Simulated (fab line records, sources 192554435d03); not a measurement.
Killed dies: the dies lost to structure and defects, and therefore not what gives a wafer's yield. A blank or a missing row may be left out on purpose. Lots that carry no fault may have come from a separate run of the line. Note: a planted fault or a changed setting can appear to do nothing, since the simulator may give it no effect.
fab line records    flow n5Finfet
[record] lots = 9  wafers = 27  lastDay = 19
route steps=1938 shown BEOL_M4@1111 BEOL_M8@1371 BEOL_M9@1401 PASSIVATION@1936
lots with no fault: from the same line, run without faults
startH: start of the lot's first displayed wafer, in hours after the record's first day    waitH: hours from the lot's prior step to this one    " repeats the value in the row above    L1.1+2: several wafers, shown together as one row    - no value present, or no start provided    * or withheld: withheld    < > ~ a bound
route shown NAME@n: a module of which the file shows steps, and the number in the route of the first    usual: the fault-free wafers' mean and standard deviation    same: alike in all rows    chamber/n: place in a boat    sites: each site's reading    _std_site: standard deviation across them    _edge_site: inner sites' mean taken away from outer sites' mean    radiusMm: for every site, how far away it sits from the centre of the wafer    mask NAME#n: copy n    behind: the last tool/chamber to shape the wafer    hold: reason for holding the lot/hours on hold/outcome of the hold    device: whichever transistor did not switch (one of n, p or np)    end of line: tests run on the same wafers once the route is complete    a step with no rows: only its recipe    killed: count of dies lost to structure and defects at first sort (not the wafer's yield)    map: a wafer's dies, marking killed ones x, the rest . and places with no die _
set.NAME: the run value of the setting; set.NAME@STEP: its run value at that earlier step    model.NAME: the simulator's own value behind a step, which no gauge read
steps of the route over a sample of lots; a table a step, a row a wafer
services: when a tool's chamber went out of use (startH, in hours from the record's first day, below 0 if earlier), for how many hours, and the reason
[[steps]]
[step N5_BEOL_M4_RC_MEAS_101]
[usual] DIBL_N = 36.5/1.9  DIBL_P = 36.7/2.1  IOFF_N = 0.17/0.035  IOFF_P = 0.22/0.042  ION_N = 676/10  ION_P = 462/8.1  SS_N = 71.5/0.72  SS_P = 73.4/0.7  VT_N = 249/3.1  VT_P = -250/3.9
lot.wafer  tool       chamber  startH  waitH  DIBL_N[mV/V]  DIBL_P[mV/V]  IOFF_N[nA/um]  IOFF_P[nA/um]  ION_N[uA/um]  ION_P[uA/um]  SS_N[mV/dec]  SS_P[mV/dec]  VT_N[mV]  VT_P[mV]
L661.1     prober-01  0        163.60  0.0    34.5          32.9          0.12           0.18           675           460           70.9          72.8          253       -251
L661.3     "          0        "       "      34.9          34.7          0.14           0.21           687           476           71.1          73.2          248       -250
L661.5     "          0        "       "      33.1          31.6          0.10           0.16           660           457           70.9          72.6          257       -252
L662.2     prober-02  0        180.98  0.2    38.3          40.1          0.21           0.31           678           466           72.6          74.4          250       -246
L662.4     "          0        "       "      38.4          40.2          0.22           0.31           695           481           71.9          74.1          245       -244
L662.6     "          0        "       "      36.6          36.9          0.18           0.25           681           471           72.8          73.3          249       -246
L665.2     prober-02  0        193.82  0.2    38.4          38.6          0.18           0.23           680           461           72.2          74.0          251       -250
L665.4     "          0        "       "      35.4          36.4          0.14           0.21           681           466           71.0          73.9          251       -249
L665.6     "          0        "       "      36.1          35.7          0.14           0.20           662           459           72.2          73.5          252       -251
L669.1     prober-01  0        224.01  0.0    33.4          35.3          0.13           0.17           680           463           70.1          73.0          252       -253
L669.4     "          0        "       "      35.6          37.7          0.16           0.20           678           461           71.2          73.7          251       -251
L669.5     "          0        "       "      37.1          40.5          0.20           0.24           681           459           71.7          73.8          249       -250
L671.2     prober-02  0        252.65  0.2    38.4          38.8          0.21           0.24           694           467           71.6          74.4          242       -249
L671.5     "          0        "       "      37.8          37.0          0.19           0.21           676           456           72.2          74.3          245       -253
L671.6     "          0        "       "      36.4          36.2          0.17           0.20           681           457           70.9          73.6          245       -250
L675.2     prober-02  0        257.03  0.2    37.9          37.9          0.18           0.20           678           456           70.9          73.9          248       -254
L675.3     "          0        "       "      36.5          35.3          0.16           0.17           671           451           71.8          73.2          251       -254
L675.4     "          0        "       "      36.5          36.1          0.15           0.18           669           456           71.2          73.0          251       -254
L681.3     prober-01  0        320.83  0.3    34.6          35.7          0.15           0.19           670           457           71.2          73.1          249       -254
L681.5     "          0        "       "      37.0          39.9          0.18           0.25           675           459           71.9          74.6          247       -252
L681.6     "          0        "       "      34.2          35.9          0.14           0.18           670           455           71.0          73.3          249       -256
L683.1     prober-02  0        324.73  0.0    36.1          34.6          0.13           0.18           657           454           71.0          72.7          252       -253
L683.2     "          0        "       "      35.7          35.6          0.14           0.19           662           455           71.3          73.0          252       -253
L683.5     "          0        "       "      38.8          38.9          0.19           0.25           676           463           71.8          73.1          246       -247
L684.3     prober-01  0        348.43  0.3    35.8          36.4          0.18           0.24           683           470           71.4          73.4          247       -247
L684.4     "          0        "       "      37.7          38.7          0.19           0.26           674           460           72.8          73.5          246       -248
L684.5     "          0        "       "      35.5          36.3          0.16           0.23           682           472           71.3          73.2          249       -247
[step N5_BEOL_M8_ETCH_66]
[recipe] chemistry = N2/H2  target = SOC  targetDepthA = 800  overetchA = 160  maskMaterial = SiARC  tempC = 40  timeS = 120  ionEnergyEv = 200  pressureMtorr = 30  sourceW = 840  biasW = 150  n2FlowSccm = 200  h2FlowSccm = 200
[usual] drypumpMotorCurrentA = 5.6/0.32  oesProductAu = 0.58/0.048  rfVppV = 523.3/2.1  showerheadPlenumPTorr = 2.53/0.07  throttleValvePct = 17.98/0.23
lot.wafer  tool        chamber  startH  waitH  drypumpMotorCurrentA  oesProductAu  rfHoursCounterH  rfVppV  showerheadPlenumPTorr  throttleValvePct
L661.1     rieDiel-06  3        202.49  0.0    5.9                   0.57          178              520.5   2.44                   18.10
L661.3     "           0        "       "      5.2                   0.55          214              526.0   2.61                   18.07
L661.5     "           3        "       "      5.9                   0.57          -                520.8   2.44                   18.09
L662.2     rieDiel-02  1        228.95  0.0    5.3                   0.57          161              523.8   2.54                   17.85
L662.4     "           3        "       "      5.1                   0.55          199              526.3   2.64                   18.42
L662.6     "           3        "       "      5.1                   0.56          -                526.0   2.64                   18.43
L665.2     rieDiel-01  1        238.02  0.0    5.7                   0.67          47               524.6   2.57                   17.57
L665.4     "           0        "       "      5.8                   0.62          92               525.1   2.57                   17.92
L665.6     "           1        "       "      5.7                   0.67          -                526.0   2.57                   17.58
L669.1     rieDiel-02  0        263.35  0.0    6.2                   0.57          184              518.9   2.42                   17.78
L669.4     "           2        "       "      5.3                   0.54          227              519.6   2.39                   18.30
L669.5     "           1        "       "      5.2                   0.57          -                523.1   2.54                   17.86
L671.2     rieDiel-06  1        292.86  0.0    5.2                   0.69          37               522.2   2.48                   17.63
L671.5     "           2        "       "      5.1                   0.52          -                525.4   2.61                   17.94
L671.6     "           3        "       "      5.9                   0.55          -                519.0   2.43                   18.13
L675.2     rieDiel-01  0        298.94  0.0    5.8                   0.61          113              524.1   2.56                   17.96
L675.3     "           1        "       "      5.8                   0.64          69               525.7   2.56                   17.60
L675.4     "           3        "       "      5.7                   0.54          227              522.6   2.50                   18.05
L681.3     rieDiel-02  3        357.71  0.0    5.1                   0.54          245              526.2   2.62                   18.50
L681.5     "           3        "       "      5.1                   0.53          -                525.1   2.62                   18.50
L681.6     "           0        "       "      6.1                   0.56          -                520.6   2.41                   17.85
L683.1     rieDiel-01  2        358.08  0.0    5.6                   0.57          159              523.3   2.54                   18.13
L683.2     "           0        "       "      5.8                   0.58          134              523.6   2.55                   18.01
L683.5     "           3        "       "      5.7                   0.53          -                520.9   2.50                   18.10
L684.3     rieDiel-06  1        375.96  0.0    5.2                   0.65          72               521.0   2.47                   17.72
L684.4     "           3        "       "      5.9                   0.54          -                519.0   2.41                   18.19
L684.5     "           0        "       "      5.2                   0.73          -                526.3   2.59                   17.65
[step N5_BEOL_M8_CURE_75]
[recipe] tempC = 370  timeS = 120  ambient = DMADMS/He  material = SiCOH_lowk
[usual] lampPowerPct = 52.31/0.051  wafer_temp_C_max = 371.4/0.45
lot.wafer  tool       chamber  startH  waitH  lampPowerPct  wafer_temp_C_max
L661.1     uvCure-03  2        203.28  0.3    52.35         371.4
L661.3     "          2        "       "      52.27         371.3
L661.5     "          2        "       "      52.25         371.1
L662.2     uvCure-03  2        229.81  0.3    52.28         370.9
L662.4     "          2        "       "      52.30         371.0
L662.6     "          2        "       "      52.46         371.8
L665.2     uvCure-02  2        238.61  0.1    52.27         371.2
L665.4     "          2        "       "      52.30         370.5
L665.6     "          2        "       "      52.38         370.9
L669.1     uvCure-03  2        263.90  0.0    52.37         371.6
L669.4     "          2        "       "      52.32         371.5
L669.5     "          2        "       "      52.34         371.3
L671.2     uvCure-03  2        294.18  0.8    52.33         371.6
L671.5     "          2        "       "      52.31         371.6
L671.6     "          2        "       "      52.31         371.2
L675.2     uvCure-02  2        299.53  0.1    52.26         371.0
L675.3     "          2        "       "      52.34         371.2
L675.4     "          2        "       "      52.37         371.2
L681.3     uvCure-03  0        358.37  0.1    52.31         371.6
L681.5     "          0        "       "      52.32         372.0
L681.6     "          0        "       "      52.34         371.8
L683.1     uvCure-01  1        358.62  0.0    52.36         371.4
L683.2     "          1        "       "      52.31         371.1
L683.5     "          1        "       "      52.43         371.1
L684.3     uvCure-01  2        376.60  0.1    52.29         371.4
L684.4     "          2        "       "      52.21         371.7
L684.5     "          2        "       "      52.28         372.1
[step N5_BEOL_M9_ILD_DEP_00]
[recipe] material = SiCOH_lowk  targetThkA = 3085.1  tempC = 300  precursor = DEMS/porogen  pressureTorr = 5  rfW = 500  timeS = 58
[usual] heaterPowerW = 290/36  runLengthS = 101.1/0.54  showerheadPlenumPTorr = 5.742/0.015  throttleValvePct = 13.8/0.72
lot.wafer  tool      chamber  startH  waitH  heaterPowerW  runLengthS  showerheadPlenumPTorr  throttleValvePct
L661.1     pecvd-01  0        206.85  0.0    373           101.2       5.748                  14.0
L661.3     "         1        "       "      316           100.9       5.748                  14.9
L661.5     "         0        "       "      308           100.8       5.749                  14.1
L662.2     pecvd-01  1        234.01  0.0    292           100.5       5.733                  15.1
L662.4     "         1        "       "      299           100.4       5.738                  15.1
L662.6     "         2        "       "      297           100.7       5.746                  13.1
L665.2     pecvd-03  2        241.02  0.0    297           100.8       5.757                  12.8
L665.4     "         0        "       "      259           101.3       5.722                  14.4
L665.6     "         2        "       "      299           100.6       5.746                  13.1
L669.1     pecvd-04  0        266.43  0.0    219           100.6       5.727                  13.1
L669.4     "         0        "       "      224           100.4       5.723                  12.8
L669.5     "         2        "       "      258           100.8       5.739                  13.0
L671.2     pecvd-04  2        296.34  0.0    278           101.1       5.748                  13.0
L671.5     "         0        "       "      197           100.4       5.706                  13.1
L671.6     "         2        "       "      211           100.6       5.740                  13.4
L675.2     pecvd-04  1        301.58  0.0    356           101.6       5.733                  14.6
L675.3     "         0        "       "      220           100.5       5.707                  13.2
L675.4     "         1        "       "      370           101.8       5.713                  14.6
L681.3     pecvd-01  0        360.46  0.0    328           126.3       5.751                  14.1
L681.5     "         1        "       "      292           100.1       5.747                  14.9
L681.6     "         2        "       "      297           100.4       5.733                  13.3
L683.1     pecvd-01  1        360.91  0.0    249           100.9       5.753                  14.9
L683.2     "         2        "       "      311           100.7       5.733                  13.3
L683.5     "         0        "       "      325           126.7       5.747                  14.1
L684.3     pecvd-03  0        378.80  0.0    305           102.0       5.748                  14.3
L684.4     "         2        "       "      247           100.7       5.756                  13.0
L684.5     "         1        "       "      278           101.5       5.776                  13.4
[step N5_BEOL_M9_THK_MEAS_01]
[recipe] reads = SiCOH_lowk_of_BEOL_M9_ILD_DEP_00
[usual] M9_ILD_THK = 267/3.2
lot.wafer  tool          chamber  startH  waitH  M9_ILD_THK[nm]
L661.1     filmMetro-02  -        207.51  0.4    267
L661.3     "             -        "       "      276
L661.5     "             -        "       "      270
L662.2     filmMetro-01  -        235.29  0.4    268
L662.4     "             -        "       "      270
L662.6     "             -        "       "      270
L665.2     filmMetro-02  -        241.61  0.4    263
L665.4     "             -        "       "      268
L665.6     "             -        "       "      269
L669.1     filmMetro-01  -        267.02  0.4    269
L669.4     "             -        "       "      270
L669.5     "             -        "       "      269
L671.2     filmMetro-01  -        297.41  0.7    263
L671.5     "             -        "       "      272
L671.6     "             -        "       "      269
L675.2     filmMetro-02  -        302.65  0.7    267
L675.3     "             -        "       "      267
L675.4     "             -        "       "      267
L681.3     filmMetro-01  -        361.06  0.3    383
L681.5     "             -        "       "      271
L681.6     "             -        "       "      272
L683.1     filmMetro-01  -        361.53  0.4    263
L683.2     "             -        "       "      265
L683.5     "             -        "       "      385
L684.3     filmMetro-02  -        379.39  0.3    267
L684.4     "             -        "       "      270
L684.5     "             -        "       "      271
[step N5_BEOL_M9_PECVD_70]
[recipe] material = SiO2  targetThkA = 200  tempC = 400  precursor = TEOS/O2  pressureTorr = 5.5  rfW = 450  teosFlowSccm = 53.8  gas = O2  flowSccm = 3000  timeS = 22.7
[usual] heaterPowerW = 668/97  showerheadPlenumPTorr = 8.78/0.059  throttleValvePct = 22.3/1.2
lot.wafer  tool      chamber  startH  waitH  heaterPowerW  showerheadPlenumPTorr  throttleValvePct
L661.1     pecvd-03  0        207.55  0.0    725           8.76                   23.1
L661.3     "         2        "       "      660           8.83                   21.2
L661.5     "         2        "       "      667           8.82                   20.9
L662.2     pecvd-04  0        235.33  0.0    537           8.68                   21.1
L662.4     "         1        "       "      707           8.73                   23.6
L662.6     "         0        "       "      550           8.67                   21.2
L665.2     pecvd-04  0        241.65  0.0    470           8.70                   20.8
L665.4     "         2        "       "      656           8.80                   21.3
L665.6     "         1        "       "      769           8.72                   23.6
L669.1     pecvd-03  2        267.06  0.0    716           8.84                   21.2
L669.4     "         2        "       "      739           8.84                   20.6
L669.5     "         0        "       "      712           8.76                   23.1
L671.2     pecvd-04  2        297.45  0.0    574           8.81                   21.4
L671.5     "         2        "       "      589           8.81                   21.1
L671.6     "         0        "       "      564           8.67                   21.4
L675.2     pecvd-01  1        302.68  0.0    614           8.76                   24.4
L675.3     "         2        "       "      673           8.79                   21.6
L675.4     "         1        "       "      610           8.77                   24.2
L681.3     pecvd-01  2        361.09  0.0    617           8.81                   21.3
L681.5     "         1        "       "      677           8.78                   24.1
L681.6     "         0        "       "      771           8.85                   23.2
L683.1     pecvd-04  1        361.57  0.0    783           8.72                   23.6
L683.2     "         0        "       "      541           8.68                   21.3
L683.5     "         0        "       "      544           8.68                   21.2
L684.3     pecvd-01  0        379.42  0.0    768           8.85                   22.8
L684.4     "         1        "       "      613           8.73                   24.4
L684.5     "         0        "       "      780           8.86                   22.7
[step N5_PASSIVATION_PROBE_49]
[usual] defectLimitedYield = 91.4/1.5  killed_at_M0_to_M3 = 35/12  killed_at_M4_up = 13/5.8  killedAtContacts = 12/5.5  killedAtFrontEnd = 36/9.9  killedAtOther = 4/3.7  killedDies = 101/18  killedOnRim = 13/4.1  killedOpen = 66/13  killedShort = 33/8  sort_bin_5_function = 5.0/1  sort_bin_6_memory = 3.2/0.67  sortNPass = 1079/18  sortYieldPct = 91.4/1.5
[same] grossDies = 1180  killedAtBackSide = 0  sort_bin_4_leakage[%] = 0  sort_bin_8_speed[%] = 0
lot.wafer  tool       chamber  startH  waitH  defectLimitedYield[%]  killed_at_M0_to_M3  killed_at_M4_up  killedAtContacts  killedAtFrontEnd  killedAtOther  killedDies  killedOnRim  killedOpen  killedShort  sort_bin_5_function[%]  sort_bin_6_memory[%]  sortNPass  sortYieldPct[%]
L683.1     prober-01  -        428.96  0.0    92.8                   24                  16               12                30                3              85          14           57          27           4.0                     2.9                   1095       92.8
L683.2     prober-01  -        429.01  0.1    90.5                   41                  16               5                 39                11             112         12           75          37           5.4                     3.6                   1068       90.5
L683.5     prober-01  -        429.16  0.2    0                      41                  1074             15                44                6              1180        152          90          31           95.4                    4.4                   0          0
L681.3     prober-02  -        429.58  0.1    0                      25                  1114             8                 32                1              1180        152          43          32           96.9                    3.0                   0          0
L681.5     prober-02  -        429.68  0.2    93.2                   20                  7                10                36                7              80          14           52          26           3.9                     2.9                   1100       93.2
L681.6     prober-02  -        429.73  0.3    91.4                   38                  13               11                39                1              102         9            67          34           4.4                     3.7                   1078       91.4
// killed by level:class
L683.1 BEOL_M2:geometricParticle:open=9 MOL_CONTACT_COAG:geometricParticle:open=7 BEOL_M4:geometricParticle:open=6 STI_FIN_REVEAL:geometricParticle:open=5 GATE_CUT:geometricParticle:short=5 MOL_CONTACT_COAG:geometricParticle:short=5 STARTING-WAFER:geometricParticle:short=4 FIN_SAQP:geometricParticle:short=3
L683.2 STI_FIN_REVEAL:geometricParticle:open=13 BEOL_M0_SAQP:geometricParticle:short=11 BEOL_M2:geometricParticle:open=11 BEOL_M1:geometricParticle:open=9 BEOL_M4:geometricParticle:open=9 FIN_SAQP:geometricParticle:short=8 PASS1_CAP:geometricParticle:open=6 MOL_CONTACT_COAG:geometricParticle:open=4
L683.5 BEOL_M9:areaEtch=1059 FIN_SAQP:geometricParticle:open=15 MOL_CONTACT_COAG:geometricParticle:open=11 BEOL_M2:geometricParticle:open=11 BEOL_M1:geometricParticle:open=9 BEOL_M4:geometricParticle:open=7 DUMMY_GATE:geometricParticle:open=6 BEOL_M0_SAQP:geometricParticle:open=6
L681.3 BEOL_M9:areaEtch=1103 MOL_CONTACT_COAG:geometricParticle:open=8 STI_FIN_REVEAL:geometricParticle:open=6 FIN_SAQP:geometricParticle:short=5 BEOL_M0_SAQP:geometricParticle:short=5 BEOL_M0_SAQP:geometricParticle:open=5 FIN_SAQP:geometricParticle:open=4 STI_FIN_REVEAL:geometricParticle:short=3
L681.5 FIN_SAQP:geometricParticle:open=14 BEOL_M0_SAQP:geometricParticle:open=8 MOL_CONTACT_COAG:geometricParticle:open=7 STARTING-WAFER:geometricParticle:open=6 BEOL_M0_SAQP:geometricParticle:short=5 FIN_SAQP:geometricParticle:short=4 STI_FIN_REVEAL:geometricParticle:open=4 MOL_CONTACT_COAG:geometricParticle:short=3
L681.6 BEOL_M0_SAQP:geometricParticle:short=16 STI_FIN_REVEAL:geometricParticle:open=10 FIN_SAQP:geometricParticle:open=9 BEOL_M0_SAQP:geometricParticle:open=9 FIN_SAQP:geometricParticle:short=8 MOL_CONTACT_COAG:geometricParticle:open=8 BEOL_M4:geometricParticle:open=6 DUMMY_GATE:geometricParticle:open=4
[[services]]
tool        chamber  startH  hours  kind
uvCure-02   -        178.61  42.8   repair
rieDiel-02  -        182.74  0.5    repair
rieDiel-02  2        192.53  6.0    repair
pecvd-03    -        199.47  0.3    repair
pecvd-01    2        202.38  -      clean
pecvd-01    2        202.38  -      consumableReplace:showerhead
pecvd-01    2        202.38  29.0   scheduledDown
pecvd-01    2        202.38  29.0   ventCycle
uvCure-03   -        219.56  0.6    repair
uvCure-01   -        228.44  7.5    pm
uvCure-02   -        228.80  7.5    pm
rieDiel-06  2        229.79  1.7    repair
pecvd-04    1        255.55  2.1    scheduledDown
uvCure-03   -        257.37  1.0    pm
uvCure-01   -        263.48  1.6    repair
pecvd-03    -        270.84  0.9    repair
uvCure-02   -        277.83  1.0    pm
uvCure-03   -        302.85  2.1    pm
uvCure-03   -        305.90  7.5    pm
rieDiel-02  2        312.22  9.2    repair
rieDiel-06  0        324.90  17.4   repair
rieDiel-06  3        332.84  3.2    repair
uvCure-03   -        334.19  3.4    pm
rieDiel-02  1        370.46  5.3    repair
[[key]]
[firstSign] step = N5_BEOL_M9_ILD_DEP_00  reading = runLengthS  direction = up  sigmas = 47  usual = *  struck = *
[effect] step = N5_BEOL_M9_THK_MEAS_01  reading = M9_ILD_THK  direction = up  sigmas = 37  usual = 267  struck = 384
[effect] step = N5_PASSIVATION_PROBE_49  reading = killed_at_M4_up  direction = up  sigmas = 99+  usual = 13  struck = 1094
[moreKillsBornAt] N5_BEOL_M9_ETCH_41@rieDiel-03 = 1103  N5_BEOL_M9_ETCH_41@rieDiel-04 = 1059
metAt N5_BEOL_M9_ILD_DEP_00
struckLots L681,L683
struckWafers L681.3,L683.5
laterRowsLeftOut L681.3,L683.5
notActingAt N5_BEOL_M8_ETCH_66,N5_BEOL_M8_CURE_75,N5_BEOL_M9_PECVD_70
onsetBetween 206.85 360.46
[fault] kind = processParameterDrift  tool = pecvd-01  chamber = 0  onsetH = 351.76  steps = N5_BEOL_M9_ILD_DEP_00  channel = timeS  offset = *  shape = step  endH = 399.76  actsIn = *  stated = *
// laterRowsLeftOut: the simulator's readings of these wafers behind a module that went badly wrong aren't trusted and aren't shown, but for the sort
